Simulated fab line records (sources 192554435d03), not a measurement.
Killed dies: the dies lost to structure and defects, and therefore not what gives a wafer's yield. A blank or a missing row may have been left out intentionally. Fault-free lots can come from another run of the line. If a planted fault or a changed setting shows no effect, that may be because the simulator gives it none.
fab line records / flow n5Finfet / part 2 of 2: steps 14 to 19 of 19
[record] lots = 5 wafers = 15 lastDay = 16
route steps=1938 shown FIN_SAQP@116
lots untouched by any fault: they come from a run of this same line in which no faults occurred
startH: start of the lot's first displayed wafer, in hours after the record's first day / waitH: time in hours since the lot's previous step / " repeats the value in the row above / L1.1+2: several wafers, shown together as one row / - no value present, or no start provided / * or withheld: withheld / < > ~ a bound
route shown NAME@n: NAME is a module with steps in the file, n the number in the route of the first one / usual: the fault-free wafers' mean and standard deviation / same: alike in all rows / chamber/n: place in a boat / sites: readings site by site / _std_site: their standard deviation / _edge_site: outer sites' mean less inner sites' / radiusMm: for every site, how far away it sits from the centre of the wafer / mask NAME#n: copy n / behind: the last tool/chamber to shape the wafer / hold: why the lot was held/for how many hours/how that ended / device: transistor that didn't switch, given as n, p or np / end of line: at the end of the route, the tests of the same wafers / a step with no rows: only its recipe / killed: dies that structure and defects cost at the first sort, which is not the same as the wafer's yield / map: per-die view of a wafer (x killed, . not killed, _ where there is no die)
set.NAME: the run value of the setting; set.NAME@STEP: its run value at that earlier step / model.NAME: the simulator's own value behind a step, which no gauge read
certain route steps with their lots: each step a table, each wafer a row
services: a tool's chamber out of use, with start hour (startH, from the record's first day; less than 0 if before it), hours out, and reason
[[steps]]
[step N5_FIN_SAQP_ETCH_57]
[recipe] chemistry = CH3F/O2 target = SiNx maskMaterial = SiO2 targetDepthA = 325 timeS = 46.4 pressureMtorr = 30 sourceW = 395 biasW = 73 Ar_flow_sccm = 150 CH3F_flow_sccm = 30 O2_flow_sccm = 20 ionEnergyEv = 120 ends = cleared
[usual] CH3F_flow_sccm = 30.01/0.092 chamberPressureMTorr = 29.998/0.027 drypumpMotorCurrentA = 5.5/0.34 etchRfOnTimeS = 45.9/0.9 mfcArSccm = 150.0/0.43 oes_ar_750_au = 0.82/0.097 oes_o_777_au = 0.82/0.098 oesProductAu = 0.71/0.086 rfFwdPowerW = 388.1/1.9 rfVppV = 298/4.5 showerheadPlenumPTorr = 2.04/0.057 throttleValvePct = 16.30/0.2
lot.wafer=L074.1 tool=rieDiel-04 chamber=1 startH=26.63 waitH=0.1 CH3F_flow_sccm=30.04 chamberPressureMTorr=29.977 drypumpMotorCurrentA=5.4 etchRfOnTimeS=48.0 mfcArSccm=149.8 oes_ar_750_au=0.68 oes_o_777_au=0.69 oesProductAu=0.58 rfFwdPowerW=389.4 rfHoursCounterH=239 rfVppV=292 showerheadPlenumPTorr=1.97 throttleValvePct=16.59
lot.wafer=L074.5 tool=rieDiel-04 chamber=2 startH=26.63 waitH=0.1 CH3F_flow_sccm=30.04 chamberPressureMTorr=30.008 drypumpMotorCurrentA=5.4 etchRfOnTimeS=47.4 mfcArSccm=150.3 oes_ar_750_au=0.97 oes_o_777_au=0.98 oesProductAu=0.82 rfFwdPowerW=387.8 rfHoursCounterH=- rfVppV=295 showerheadPlenumPTorr=2.05 throttleValvePct=16.21
lot.wafer=L074.6 tool=rieDiel-04 chamber=1 startH=26.63 waitH=0.1 CH3F_flow_sccm=30.05 chamberPressureMTorr=29.976 drypumpMotorCurrentA=5.4 etchRfOnTimeS=48.6 mfcArSccm=150.1 oes_ar_750_au=0.69 oes_o_777_au=0.69 oesProductAu=0.58 rfFwdPowerW=392.1 rfHoursCounterH=- rfVppV=292 showerheadPlenumPTorr=1.97 throttleValvePct=16.60
lot.wafer=L084.1 tool=rieDiel-02 chamber=0 startH=84.56 waitH=0.0 CH3F_flow_sccm=30.07 chamberPressureMTorr=29.980 drypumpMotorCurrentA=5.7 etchRfOnTimeS=45.2 mfcArSccm=150.2 oes_ar_750_au=0.72 oes_o_777_au=0.72 oesProductAu=0.61 rfFwdPowerW=388.0 rfHoursCounterH=192 rfVppV=299 showerheadPlenumPTorr=2.06 throttleValvePct=16.69
lot.wafer=L084.5 tool=rieDiel-02 chamber=0 startH=84.56 waitH=0.0 CH3F_flow_sccm=30.05 chamberPressureMTorr=30.035 drypumpMotorCurrentA=5.7 etchRfOnTimeS=45.7 mfcArSccm=149.7 oes_ar_750_au=0.72 oes_o_777_au=0.73 oesProductAu=0.61 rfFwdPowerW=387.4 rfHoursCounterH=- rfVppV=298 showerheadPlenumPTorr=2.06 throttleValvePct=16.70
lot.wafer=L084.6 tool=rieDiel-02 chamber=3 startH=84.56 waitH=0.0 CH3F_flow_sccm=30.01 chamberPressureMTorr=29.957 drypumpMotorCurrentA=5.1 etchRfOnTimeS=47.2 mfcArSccm=149.7 oes_ar_750_au=0.77 oes_o_777_au=0.77 oesProductAu=0.65 rfFwdPowerW=387.2 rfHoursCounterH=- rfVppV=300 showerheadPlenumPTorr=2.09 throttleValvePct=16.28
lot.wafer=L088.1 tool=rieDiel-04 chamber=1 startH=110.68 waitH=0.1 CH3F_flow_sccm=29.97 chamberPressureMTorr=30.034 drypumpMotorCurrentA=5.4 etchRfOnTimeS=43.9 mfcArSccm=150.4 oes_ar_750_au=0.95 oes_o_777_au=0.94 oesProductAu=0.83 rfFwdPowerW=389.9 rfHoursCounterH=8 rfVppV=291 showerheadPlenumPTorr=1.96 throttleValvePct=16.15
lot.wafer=L088.4 tool=rieDiel-04 chamber=2 startH=110.68 waitH=0.1 CH3F_flow_sccm=29.90 chamberPressureMTorr=30.010 drypumpMotorCurrentA=5.4 etchRfOnTimeS=45.0 mfcArSccm=149.9 oes_ar_750_au=0.90 oes_o_777_au=0.90 oesProductAu=0.77 rfFwdPowerW=388.8 rfHoursCounterH=41 rfVppV=290 showerheadPlenumPTorr=2.04 throttleValvePct=16.27
lot.wafer=L088.6 tool=rieDiel-04 chamber=0 startH=110.68 waitH=0.1 CH3F_flow_sccm=30.10 chamberPressureMTorr=29.989 drypumpMotorCurrentA=5.7 etchRfOnTimeS=45.2 mfcArSccm=150.5 oes_ar_750_au=0.72 oes_o_777_au=0.72 oesProductAu=0.63 rfFwdPowerW=387.0 rfHoursCounterH=- rfVppV=295 showerheadPlenumPTorr=1.98 throttleValvePct=16.49
lot.wafer=L092.1 tool=rieDiel-04 chamber=3 startH=132.38 waitH=0.0 CH3F_flow_sccm=29.99 chamberPressureMTorr=29.968 drypumpMotorCurrentA=5.6 etchRfOnTimeS=45.4 mfcArSccm=150.4 oes_ar_750_au=0.87 oes_o_777_au=0.88 oesProductAu=0.76 rfFwdPowerW=388.4 rfHoursCounterH=39 rfVppV=297 showerheadPlenumPTorr=2.04 throttleValvePct=16.28
lot.wafer=L092.3 tool=rieDiel-04 chamber=2 startH=132.38 waitH=0.0 CH3F_flow_sccm=30.06 chamberPressureMTorr=29.987 drypumpMotorCurrentA=5.4 etchRfOnTimeS=45.0 mfcArSccm=150.2 oes_ar_750_au=0.88 oes_o_777_au=0.89 oesProductAu=0.76 rfFwdPowerW=389.8 rfHoursCounterH=50 rfVppV=292 showerheadPlenumPTorr=2.04 throttleValvePct=16.30
lot.wafer=L092.4 tool=rieDiel-04 chamber=1 startH=132.38 waitH=0.0 CH3F_flow_sccm=29.97 chamberPressureMTorr=29.987 drypumpMotorCurrentA=5.4 etchRfOnTimeS=45.7 mfcArSccm=150.6 oes_ar_750_au=0.92 oes_o_777_au=0.92 oesProductAu=0.80 rfFwdPowerW=392.8 rfHoursCounterH=17 rfVppV=291 showerheadPlenumPTorr=1.96 throttleValvePct=16.18
lot.wafer=L093.2 tool=rieDiel-02 chamber=0 startH=138.32 waitH=0.1 CH3F_flow_sccm=30.14 chamberPressureMTorr=30.013 drypumpMotorCurrentA=5.7 etchRfOnTimeS=45.2 mfcArSccm=150.2 oes_ar_750_au=0.71 oes_o_777_au=0.71 oesProductAu=0.60 rfFwdPowerW=387.6 rfHoursCounterH=208 rfVppV=299 showerheadPlenumPTorr=2.06 throttleValvePct=16.72
lot.wafer=L093.4 tool=rieDiel-02 chamber=2 startH=138.32 waitH=0.1 CH3F_flow_sccm=30.07 chamberPressureMTorr=30.014 drypumpMotorCurrentA=5.5 etchRfOnTimeS=46.6 mfcArSccm=150.6 oes_ar_750_au=0.74 oes_o_777_au=0.73 oesProductAu=0.63 rfFwdPowerW=389.1 rfHoursCounterH=- rfVppV=304 showerheadPlenumPTorr=1.99 throttleValvePct=16.29
lot.wafer=L093.5 tool=rieDiel-02 chamber=3 startH=138.32 waitH=0.1 CH3F_flow_sccm=30.02 chamberPressureMTorr=29.949 drypumpMotorCurrentA=5.1 etchRfOnTimeS=47.0 mfcArSccm=149.3 oes_ar_750_au=0.75 oes_o_777_au=0.75 oesProductAu=0.64 rfFwdPowerW=388.3 rfHoursCounterH=- rfVppV=300 showerheadPlenumPTorr=2.08 throttleValvePct=16.32
[step N5_FIN_SAQP_ETCH_65]
[recipe] chemistry = CF4 target = SiO2 targetDepthA = 40 ionEnergyEv = 350 timeS = 4.4 pressureMtorr = 10 icpW = 800 biasW = 400 cf4FlowSccm = 80
[usual] chamberPressureMTorr = 10.000/0.0089 drypumpMotorCurrentA = 5.6/0.48 oesProductAu = 0.999/0.011 rfFwdPowerW = 789/4.1 throttleValvePct = 21.77/0.19
lot.wafer=L074.1 tool=rieSi-01 chamber=1 startH=26.74 waitH=0.1 chamberPressureMTorr=9.998 drypumpMotorCurrentA=5.7 oesProductAu=1.014 rfFwdPowerW=790 rfHoursCounterH=18 throttleValvePct=21.72
lot.wafer=L074.5 tool=rieSi-01 chamber=1 startH=26.74 waitH=0.1 chamberPressureMTorr=9.994 drypumpMotorCurrentA=5.7 oesProductAu=1.013 rfFwdPowerW=789 rfHoursCounterH=- throttleValvePct=21.72
lot.wafer=L074.6 tool=rieSi-01 chamber=2 startH=26.74 waitH=0.1 chamberPressureMTorr=10.005 drypumpMotorCurrentA=5.3 oesProductAu=0.984 rfFwdPowerW=784 rfHoursCounterH=- throttleValvePct=21.59
lot.wafer=L084.1 tool=rieSi-06 chamber=3 startH=84.67 waitH=0.1 chamberPressureMTorr=10.000 drypumpMotorCurrentA=6.2 oesProductAu=0.997 rfFwdPowerW=787 rfHoursCounterH=46 throttleValvePct=21.72
lot.wafer=L084.5 tool=rieSi-06 chamber=1 startH=84.67 waitH=0.1 chamberPressureMTorr=10.000 drypumpMotorCurrentA=5.0 oesProductAu=0.993 rfFwdPowerW=787 rfHoursCounterH=- throttleValvePct=21.43
lot.wafer=L084.6 tool=rieSi-06 chamber=2 startH=84.67 waitH=0.1 chamberPressureMTorr=10.005 drypumpMotorCurrentA=6.1 oesProductAu=0.991 rfFwdPowerW=787 rfHoursCounterH=- throttleValvePct=21.71
lot.wafer=L088.1 tool=rieSi-02 chamber=0 startH=110.78 waitH=0.1 chamberPressureMTorr=9.998 drypumpMotorCurrentA=5.7 oesProductAu=1.020 rfFwdPowerW=791 rfHoursCounterH=99 throttleValvePct=21.83
lot.wafer=L088.4 tool=rieSi-02 chamber=2 startH=110.78 waitH=0.1 chamberPressureMTorr=9.991 drypumpMotorCurrentA=5.5 oesProductAu=1.006 rfFwdPowerW=795 rfHoursCounterH=0 throttleValvePct=22.07
lot.wafer=L088.6 tool=rieSi-02 chamber=2 startH=110.78 waitH=0.1 chamberPressureMTorr=10.003 drypumpMotorCurrentA=5.5 oesProductAu=0.993 rfFwdPowerW=793 rfHoursCounterH=- throttleValvePct=22.06
lot.wafer=L092.1 tool=rieSi-01 chamber=2 startH=132.49 waitH=0.1 chamberPressureMTorr=10.004 drypumpMotorCurrentA=5.3 oesProductAu=0.995 rfFwdPowerW=790 rfHoursCounterH=106 throttleValvePct=21.58
lot.wafer=L092.3 tool=rieSi-01 chamber=3 startH=132.49 waitH=0.1 chamberPressureMTorr=9.990 drypumpMotorCurrentA=4.7 oesProductAu=0.997 rfFwdPowerW=787 rfHoursCounterH=41 throttleValvePct=21.89
lot.wafer=L092.4 tool=rieSi-01 chamber=1 startH=132.49 waitH=0.1 chamberPressureMTorr=9.987 drypumpMotorCurrentA=5.7 oesProductAu=1.002 rfFwdPowerW=788 rfHoursCounterH=20 throttleValvePct=21.71
lot.wafer=L093.2 tool=rieSi-06 chamber=2 startH=138.42 waitH=0.1 chamberPressureMTorr=10.007 drypumpMotorCurrentA=6.1 oesProductAu=0.988 rfFwdPowerW=786 rfHoursCounterH=106 throttleValvePct=21.73
lot.wafer=L093.4 tool=rieSi-06 chamber=0 startH=138.42 waitH=0.1 chamberPressureMTorr=10.007 drypumpMotorCurrentA=4.9 oesProductAu=1.003 rfFwdPowerW=789 rfHoursCounterH=1 throttleValvePct=22.21
lot.wafer=L093.5 tool=rieSi-06 chamber=2 startH=138.42 waitH=0.1 chamberPressureMTorr=10.001 drypumpMotorCurrentA=6.1 oesProductAu=0.987 rfFwdPowerW=787 rfHoursCounterH=- throttleValvePct=21.73
[step N5_FIN_SAQP_MANDREL_ETCH_58]
[recipe] chemistry = HBr/Cl2 target = a-Si targetDepthA = 450 btTimeS = 10 stopOn = SiNx maskMaterial = SiO2 overEtchFrac = 0.8 timeS = 27 pressureMtorr = 10 icpW = 800 biasW = 75 HBr_flow_sccm = 150 Cl2_flow_sccm = 80 ends = endPoint
[usual] chamberPressureMTorr = 10.001/0.011 drypumpMotorCurrentA = 5.6/0.48 mfcCl2Sccm = 80.01/0.23 oesProductAu = 0.695/0.011 rfFwdPowerW = 793.6/2.9 throttleValvePct = 35.59/0.25
lot.wafer=L074.1 tool=rieSi-01 chamber=1 startH=26.77 waitH=0.0 chamberPressureMTorr=10.015 drypumpMotorCurrentA=5.7 mfcCl2Sccm=80.14 oesProductAu=0.704 rfFwdPowerW=793.4 rfHoursCounterH=18 throttleValvePct=35.44
lot.wafer=L074.5 tool=rieSi-01 chamber=1 startH=26.77 waitH=0.0 chamberPressureMTorr=10.011 drypumpMotorCurrentA=5.8 mfcCl2Sccm=80.03 oesProductAu=0.708 rfFwdPowerW=792.5 rfHoursCounterH=- throttleValvePct=35.42
lot.wafer=L074.6 tool=rieSi-01 chamber=2 startH=26.77 waitH=0.0 chamberPressureMTorr=9.999 drypumpMotorCurrentA=5.3 mfcCl2Sccm=80.14 oesProductAu=0.686 rfFwdPowerW=786.7 rfHoursCounterH=- throttleValvePct=35.42
lot.wafer=L084.1 tool=rieSi-06 chamber=3 startH=84.70 waitH=0.0 chamberPressureMTorr=10.010 drypumpMotorCurrentA=6.2 mfcCl2Sccm=79.67 oesProductAu=0.684 rfFwdPowerW=795.8 rfHoursCounterH=46 throttleValvePct=35.58
lot.wafer=L084.5 tool=rieSi-06 chamber=1 startH=84.70 waitH=0.0 chamberPressureMTorr=10.001 drypumpMotorCurrentA=5.0 mfcCl2Sccm=80.15 oesProductAu=0.695 rfFwdPowerW=791.9 rfHoursCounterH=- throttleValvePct=35.11
lot.wafer=L084.6 tool=rieSi-06 chamber=2 startH=84.70 waitH=0.0 chamberPressureMTorr=10.009 drypumpMotorCurrentA=6.1 mfcCl2Sccm=80.01 oesProductAu=0.699 rfFwdPowerW=793.6 rfHoursCounterH=- throttleValvePct=35.33
lot.wafer=L088.1 tool=rieSi-02 chamber=0 startH=110.82 waitH=0.0 chamberPressureMTorr=10.066 drypumpMotorCurrentA=5.7 mfcCl2Sccm=79.83 oesProductAu=0.702 rfFwdPowerW=796.4 rfHoursCounterH=99 throttleValvePct=35.82
lot.wafer=L088.4 tool=rieSi-02 chamber=2 startH=110.82 waitH=0.0 chamberPressureMTorr=10.001 drypumpMotorCurrentA=5.5 mfcCl2Sccm=79.93 oesProductAu=0.687 rfFwdPowerW=798.2 rfHoursCounterH=0 throttleValvePct=35.97
lot.wafer=L088.6 tool=rieSi-02 chamber=2 startH=110.82 waitH=0.0 chamberPressureMTorr=10.011 drypumpMotorCurrentA=5.5 mfcCl2Sccm=80.04 oesProductAu=0.686 rfFwdPowerW=794.7 rfHoursCounterH=- throttleValvePct=35.96
lot.wafer=L092.1 tool=rieSi-01 chamber=2 startH=132.52 waitH=0.0 chamberPressureMTorr=10.003 drypumpMotorCurrentA=5.3 mfcCl2Sccm=79.92 oesProductAu=0.690 rfFwdPowerW=792.4 rfHoursCounterH=106 throttleValvePct=35.45
lot.wafer=L092.3 tool=rieSi-01 chamber=3 startH=132.52 waitH=0.0 chamberPressureMTorr=10.007 drypumpMotorCurrentA=4.7 mfcCl2Sccm=80.18 oesProductAu=0.693 rfFwdPowerW=794.3 rfHoursCounterH=41 throttleValvePct=35.78
lot.wafer=L092.4 tool=rieSi-01 chamber=1 startH=132.52 waitH=0.0 chamberPressureMTorr=9.992 drypumpMotorCurrentA=5.7 mfcCl2Sccm=79.89 oesProductAu=0.708 rfFwdPowerW=789.5 rfHoursCounterH=20 throttleValvePct=35.43
lot.wafer=L093.2 tool=rieSi-06 chamber=2 startH=138.46 waitH=0.0 chamberPressureMTorr=10.000 drypumpMotorCurrentA=6.1 mfcCl2Sccm=80.00 oesProductAu=0.676 rfFwdPowerW=793.6 rfHoursCounterH=106 throttleValvePct=35.37
lot.wafer=L093.4 tool=rieSi-06 chamber=0 startH=138.46 waitH=0.0 chamberPressureMTorr=10.000 drypumpMotorCurrentA=4.9 mfcCl2Sccm=79.87 oesProductAu=0.684 rfFwdPowerW=791.4 rfHoursCounterH=1 throttleValvePct=36.09
lot.wafer=L093.5 tool=rieSi-06 chamber=2 startH=138.46 waitH=0.0 chamberPressureMTorr=10.008 drypumpMotorCurrentA=6.1 mfcCl2Sccm=79.42 oesProductAu=0.693 rfFwdPowerW=796.5 rfHoursCounterH=- throttleValvePct=35.35
[step N5_FIN_SAQP_RECESS_63]
[recipe] chemistry = HF/NH3 target = SiO2 targetDepthA = 180 afsCycles = 3 tempC = 30 sublimationTempC = 180 sublimationTimeS = 60
[usual] drypumpMotorCurrentA = 5.78/0.21
lot.wafer=L074.1 tool=vaporEtch-02 chamber=0 startH=26.85 waitH=0.1 drypumpMotorCurrentA=5.73
lot.wafer=L074.5 tool=vaporEtch-02 chamber=1 startH=26.85 waitH=0.1 drypumpMotorCurrentA=5.73
lot.wafer=L074.6 tool=vaporEtch-02 chamber=0 startH=26.85 waitH=0.1 drypumpMotorCurrentA=5.75
lot.wafer=L084.1 tool=vaporEtch-01 chamber=1 startH=84.78 waitH=0.1 drypumpMotorCurrentA=6.10
lot.wafer=L084.5 tool=vaporEtch-01 chamber=1 startH=84.78 waitH=0.1 drypumpMotorCurrentA=6.12
lot.wafer=L084.6 tool=vaporEtch-01 chamber=0 startH=84.78 waitH=0.1 drypumpMotorCurrentA=5.54
lot.wafer=L088.1 tool=vaporEtch-02 chamber=0 startH=110.91 waitH=0.1 drypumpMotorCurrentA=5.73
lot.wafer=L088.4 tool=vaporEtch-02 chamber=0 startH=110.91 waitH=0.1 drypumpMotorCurrentA=5.75
lot.wafer=L088.6 tool=vaporEtch-02 chamber=0 startH=110.91 waitH=0.1 drypumpMotorCurrentA=5.74
lot.wafer=L092.1 tool=vaporEtch-01 chamber=0 startH=132.60 waitH=0.1 drypumpMotorCurrentA=5.54
lot.wafer=L092.3 tool=vaporEtch-01 chamber=1 startH=132.60 waitH=0.1 drypumpMotorCurrentA=6.10
lot.wafer=L092.4 tool=vaporEtch-01 chamber=0 startH=132.60 waitH=0.1 drypumpMotorCurrentA=5.56
lot.wafer=L093.2 tool=vaporEtch-02 chamber=0 startH=138.54 waitH=0.1 drypumpMotorCurrentA=5.73
lot.wafer=L093.4 tool=vaporEtch-02 chamber=0 startH=138.54 waitH=0.1 drypumpMotorCurrentA=5.74
lot.wafer=L093.5 tool=vaporEtch-02 chamber=0 startH=138.54 waitH=0.1 drypumpMotorCurrentA=5.74
[step N5_FIN_SAQP_COAT_68]
[recipe] resist = SOC tempC = 250 timeS = 60 spinRpm = 1500 resistThkNm = 100
[usual] spinSpeedRpm = 1500.0/1
lot.wafer=L074.1 tool=lithoTrack-04 chamber=0 startH=27.24 waitH=0.3 spinSpeedRpm=1497.8
lot.wafer=L074.5 tool=lithoTrack-04 chamber=0 startH=27.24 waitH=0.3 spinSpeedRpm=1499.5
lot.wafer=L074.6 tool=lithoTrack-04 chamber=0 startH=27.24 waitH=0.3 spinSpeedRpm=1499.2
lot.wafer=L084.1 tool=lithoTrack-04 chamber=0 startH=85.17 waitH=0.3 spinSpeedRpm=1499.6
lot.wafer=L084.5 tool=lithoTrack-04 chamber=0 startH=85.17 waitH=0.3 spinSpeedRpm=1499.8
lot.wafer=L084.6 tool=lithoTrack-04 chamber=0 startH=85.17 waitH=0.3 spinSpeedRpm=1499.1
lot.wafer=L088.1 tool=lithoTrack-04 chamber=0 startH=111.29 waitH=0.3 spinSpeedRpm=1499.9
lot.wafer=L088.4 tool=lithoTrack-04 chamber=0 startH=111.29 waitH=0.3 spinSpeedRpm=1500.7
lot.wafer=L088.6 tool=lithoTrack-04 chamber=0 startH=111.29 waitH=0.3 spinSpeedRpm=1500.6
lot.wafer=L092.1 tool=lithoTrack-04 chamber=0 startH=132.98 waitH=0.3 spinSpeedRpm=1500.3
lot.wafer=L092.3 tool=lithoTrack-04 chamber=0 startH=132.98 waitH=0.3 spinSpeedRpm=1498.0
lot.wafer=L092.4 tool=lithoTrack-04 chamber=0 startH=132.98 waitH=0.3 spinSpeedRpm=1499.7
lot.wafer=L093.2 tool=lithoTrack-05 chamber=0 startH=138.93 waitH=0.3 spinSpeedRpm=1498.7
lot.wafer=L093.4 tool=lithoTrack-05 chamber=0 startH=138.93 waitH=0.3 spinSpeedRpm=1500.2
lot.wafer=L093.5 tool=lithoTrack-05 chamber=0 startH=138.93 waitH=0.3 spinSpeedRpm=1498.9
[step N5_FIN_SAQP_ETCH_69]
[recipe] chemistry = N2/H2 target = SOC targetDepthA = 1500 stopOn = SiNx ionEnergyEv = 100 biasW = 61 pressureMtorr = 30 sourceW = 850 n2FlowSccm = 200 h2FlowSccm = 200
[usual] chamberPressureMTorr = 30.00/0.03 drypumpMotorCurrentA = 5.5/0.31 oesProductAu = 0.83/0.096 rfFwdPowerW = 843.8/2.8 rfVppV = 241.2/1.2 showerheadPlenumPTorr = 2.59/0.071 throttleValvePct = 17.75/0.18
lot.wafer=L074.1 tool=rieDiel-01 chamber=3 startH=27.39 waitH=- chamberPressureMTorr=30.00 drypumpMotorCurrentA=5.7 oesProductAu=0.67 rfFwdPowerW=841.7 rfHoursCounterH=244 rfVppV=241.5 showerheadPlenumPTorr=2.50 throttleValvePct=17.96
lot.wafer=L074.5 tool=rieDiel-01 chamber=1 startH=27.39 waitH=- chamberPressureMTorr=29.99 drypumpMotorCurrentA=5.9 oesProductAu=0.72 rfFwdPowerW=843.0 rfHoursCounterH=- rfVppV=242.0 showerheadPlenumPTorr=2.64 throttleValvePct=17.82
lot.wafer=L074.6 tool=rieDiel-01 chamber=3 startH=27.39 waitH=- chamberPressureMTorr=29.99 drypumpMotorCurrentA=5.6 oesProductAu=0.68 rfFwdPowerW=846.1 rfHoursCounterH=- rfVppV=239.7 showerheadPlenumPTorr=2.50 throttleValvePct=17.93
lot.wafer=L084.1 tool=rieDiel-04 chamber=3 startH=85.24 waitH=- chamberPressureMTorr=30.03 drypumpMotorCurrentA=5.6 oesProductAu=0.89 rfFwdPowerW=846.8 rfHoursCounterH=22 rfVppV=241.8 showerheadPlenumPTorr=2.59 throttleValvePct=17.67
lot.wafer=L084.5 tool=rieDiel-04 chamber=1 startH=85.24 waitH=- chamberPressureMTorr=30.01 drypumpMotorCurrentA=5.4 oesProductAu=0.99 rfFwdPowerW=846.6 rfHoursCounterH=- rfVppV=242.0 showerheadPlenumPTorr=2.50 throttleValvePct=17.73
lot.wafer=L084.6 tool=rieDiel-04 chamber=0 startH=85.24 waitH=- chamberPressureMTorr=30.03 drypumpMotorCurrentA=5.7 oesProductAu=0.72 rfFwdPowerW=847.4 rfHoursCounterH=- rfVppV=239.2 showerheadPlenumPTorr=2.52 throttleValvePct=17.81
lot.wafer=L088.1 tool=rieDiel-01 chamber=0 startH=111.35 waitH=- chamberPressureMTorr=29.98 drypumpMotorCurrentA=5.2 oesProductAu=0.89 rfFwdPowerW=843.6 rfHoursCounterH=37 rfVppV=243.0 showerheadPlenumPTorr=2.70 throttleValvePct=17.53
lot.wafer=L088.4 tool=rieDiel-01 chamber=3 startH=111.35 waitH=- chamberPressureMTorr=30.01 drypumpMotorCurrentA=5.7 oesProductAu=0.92 rfFwdPowerW=845.8 rfHoursCounterH=15 rfVppV=240.0 showerheadPlenumPTorr=2.49 throttleValvePct=17.56
lot.wafer=L088.6 tool=rieDiel-01 chamber=3 startH=111.35 waitH=- chamberPressureMTorr=29.99 drypumpMotorCurrentA=5.7 oesProductAu=0.92 rfFwdPowerW=842.8 rfHoursCounterH=- rfVppV=240.0 showerheadPlenumPTorr=2.49 throttleValvePct=17.55
lot.wafer=L092.1 tool=rieDiel-01 chamber=1 startH=133.05 waitH=- chamberPressureMTorr=30.00 drypumpMotorCurrentA=5.9 oesProductAu=0.68 rfFwdPowerW=839.9 rfHoursCounterH=207 rfVppV=241.4 showerheadPlenumPTorr=2.62 throttleValvePct=17.89
lot.wafer=L092.3 tool=rieDiel-01 chamber=0 startH=133.05 waitH=- chamberPressureMTorr=29.99 drypumpMotorCurrentA=5.3 oesProductAu=0.89 rfFwdPowerW=841.7 rfHoursCounterH=46 rfVppV=243.0 showerheadPlenumPTorr=2.69 throttleValvePct=17.54
lot.wafer=L092.4 tool=rieDiel-01 chamber=3 startH=133.05 waitH=- chamberPressureMTorr=30.06 drypumpMotorCurrentA=5.7 oesProductAu=0.90 rfFwdPowerW=847.5 rfHoursCounterH=23 rfVppV=238.8 showerheadPlenumPTorr=2.49 throttleValvePct=17.57
lot.wafer=L093.2 tool=rieDiel-01 chamber=0 startH=138.99 waitH=- chamberPressureMTorr=30.03 drypumpMotorCurrentA=5.3 oesProductAu=0.88 rfFwdPowerW=846.0 rfHoursCounterH=48 rfVppV=241.6 showerheadPlenumPTorr=2.69 throttleValvePct=17.53
lot.wafer=L093.4 tool=rieDiel-01 chamber=2 startH=138.99 waitH=- chamberPressureMTorr=29.95 drypumpMotorCurrentA=6.1 oesProductAu=0.89 rfFwdPowerW=842.1 rfHoursCounterH=- rfVppV=241.7 showerheadPlenumPTorr=2.69 throttleValvePct=17.51
lot.wafer=L093.5 tool=rieDiel-01 chamber=0 startH=138.99 waitH=- chamberPressureMTorr=30.01 drypumpMotorCurrentA=5.3 oesProductAu=0.88 rfFwdPowerW=846.5 rfHoursCounterH=- rfVppV=242.7 showerheadPlenumPTorr=2.69 throttleValvePct=17.56
[[services]]
tool=rieSi-06 chamber=1 startH=0.71 hours=8.5 kind=repair
tool=rieDiel-01 chamber=1 startH=2.32 hours=5.7 kind=repair
tool=rieDiel-04 chamber=3 startH=9.44 hours=- kind=clean
tool=rieDiel-04 chamber=3 startH=9.44 hours=- kind=consumableReplace:focusRing
tool=rieDiel-04 chamber=3 startH=9.44 hours=25.0 kind=scheduledDown
tool=rieDiel-04 chamber=3 startH=9.44 hours=25.0 kind=ventCycle
tool=rieSi-02 chamber=3 startH=27.73 hours=6.7 kind=repair
tool=rieDiel-04 chamber=0 startH=37.44 hours=4.8 kind=repair
tool=rieSi-02 chamber=3 startH=38.60 hours=2.0 kind=repair
tool=aldSin-02 chamber=3 startH=59.10 hours=24.9 kind=repair
tool=aldSin-02 chamber=- startH=85.25 hours=14.0 kind=pm
tool=vaporEtch-02 chamber=- startH=87.54 hours=0.3 kind=repair
tool=rieDiel-04 chamber=- startH=89.16 hours=0.4 kind=repair
tool=rieSi-06 chamber=1 startH=90.62 hours=10.5 kind=repair
tool=rieSi-06 chamber=- startH=90.73 hours=0.3 kind=repair
tool=aldSin-01 chamber=- startH=93.32 hours=1.1 kind=repair
tool=rieSi-06 chamber=3 startH=95.15 hours=22.9 kind=repair
tool=vaporEtch-01 chamber=- startH=98.38 hours=0.1 kind=repair
tool=aldSin-03 chamber=- startH=100.64 hours=0.4 kind=repair
tool=rieSi-06 chamber=0 startH=105.77 hours=2.3 kind=repair
tool=rieDiel-02 chamber=0 startH=113.52 hours=7.3 kind=repair
tool=rieSi-06 chamber=0 startH=129.46 hours=5.0 kind=repair
tool=rieDiel-01 chamber=1 startH=136.85 hours=10.3 kind=repair
tool=rieDiel-02 chamber=1 startH=137.28 hours=9.5 kind=repair
